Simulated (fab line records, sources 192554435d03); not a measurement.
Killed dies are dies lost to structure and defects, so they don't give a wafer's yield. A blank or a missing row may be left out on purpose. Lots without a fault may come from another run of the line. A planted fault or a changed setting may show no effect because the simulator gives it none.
Split-lot experiment | flow n5_finfet | 7 lots, 21 wafers read, on a route of 1938 steps

THE SPLIT
At N5_PASSIVATION_PECVD_35 (deposits SiNx from SiH4/NH3/N2, target thk 700 nm, time 151.3 s), the setting time_s was moved away from the recipe's 151.3 s on 7 of the 21 wafers read, by -13.7% to +11.9%. The other wafers ran this setting at the recipe's value.

The reading is taken at the split's own step.

THE READING
SiNx_of_PASSIVATION_PECVD_35.thk_nm (the simulator's own value, which no gauge read), in nm, at N5_PASSIVATION_PECVD_35 (deposits SiNx from SiH4/NH3/N2, target thk 700 nm, time 151.3 s). The file gives no usual value for it. The 14 wafers here that ran the recipe average 700.0 nm, standard deviation 7.7 nm.

wafer  | tool, chamber at the split | time_s as run, s | against the recipe | SiNx_of_PASSIVATION_PECVD_35.thk_nm, nm | against lot-mates on the recipe
L075.1 | pecvd-01, 2                | 169.3            | +11.9%             | 777.8                                   | +75.3
L075.3 | pecvd-01, 0                | 151.3            | recipe             | 698.4                                   | -
L075.4 | pecvd-01, 1                | 151.3            | recipe             | 706.6                                   | -
L079.1 | pecvd-04, 1                | 130.6            | -13.7%             | 609.4                                   | -79.2
L079.3 | pecvd-04, 2                | 151.3            | recipe             | 682                                     | -
L079.5 | pecvd-04, 0                | 151.3            | recipe             | 695.2                                   | -
L081.2 | pecvd-04, 0                | 161.3            | +6.6%              | 742.2                                   | +39.6
L081.4 | pecvd-04, 0                | 151.3            | recipe             | 702.6                                   | -
L081.6 | pecvd-04, 1                | 161.3            | +6.6%              | 751.2                                   | +48.6
L083.1 | pecvd-01, 0                | 151.3            | recipe             | 698.4                                   | -
L083.4 | pecvd-01, 0                | 151.3            | recipe             | 715.6                                   | -
L083.5 | pecvd-01, 2                | 144.8            | -4.3%              | 668                                     | -39.0
L087.1 | pecvd-01, 2                | 151.3            | recipe             | 699.2                                   | -
L087.2 | pecvd-01, 1                | 151.3            | recipe             | 697.2                                   | -
L087.3 | pecvd-01, 2                | 151.3            | recipe             | 706.4                                   | -
L085.1 | pecvd-04, 0                | 151.3            | recipe             | 699.8                                   | -
L085.2 | pecvd-04, 2                | 151.3            | recipe             | 690.4                                   | -
L085.6 | pecvd-04, 2                | 151.3            | recipe             | 704.6                                   | -
L097.1 | pecvd-04, 1                | 144.4            | -4.6%              | 665                                     | -39.0
L097.3 | pecvd-04, 1                | 151.3            | recipe             | 704                                     | -
L097.5 | pecvd-04, 1                | 144.4            | -4.6%              | 665.6                                   | -38.4

THE FIT
A straight line over all 21 wafers: SiNx_of_PASSIVATION_PECVD_35.thk_nm changes by +6.8 nm for each +1% of time_s; r = +0.98; the points scatter about the line by 7 nm.
The same after taking each lot's own level away (the mean of its wafers on the recipe; 21 wafers): +6.47 nm for each +1%; r = +0.98; scatter 6.6 nm.
On that fit, the largest move of time_s shifts the reading by 89 nm.
The lots' own levels span 688.60 to 707.00 nm, that is 2.4 times the standard deviation above.
So the lot-to-lot level changes the slope little: the two slopes agree.
Check: with one of the wafers moved furthest among these (-13.7%) left out of the fit, the line predicts -97.4 nm for it against its lot-mates. It came out at -79.2 nm against them.

OTHER SPLITS ON THESE WAFERS
These wafers also went through other splits before the reading. Each is held against what the fit with the lots' levels taken away leaves over:
other split on the same wafers | wafers away from the commonest value | r with SiNx_of_PASSIVATION_PECVD_35.thk_nm (lot level and that fit taken away)
N5_PASSIVATION_PECVD_55 time_s | 7                                    | +0.14

THE WHOLE CHAIN: every reading that the file lists as answering this split, in the file's order
step                    | what it does                                                    | reading                                                                              | change (the file's fit)                                                    | r (the file's)
N5_PASSIVATION_PECVD_35 | deposits SiNx from SiH4/NH3/N2, target thk 700 nm, time 151.3 s | SiNx_of_PASSIVATION_PECVD_35.thk_nm (the simulator's own value, which no gauge read) | +6.35 nm for each +1% of the setting                                       | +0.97
N5_PASSIVATION_PROBE_49 |                                                                 | killed_at_other                                                                      | not straight: 3 at the lowest setting, 3 at the recipe, 731 at the highest | not given

THE FILE'S OWN FIT
SiNx_of_PASSIVATION_PECVD_35.thk_nm changes by +6.35 nm for each +1% of time_s, r = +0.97.
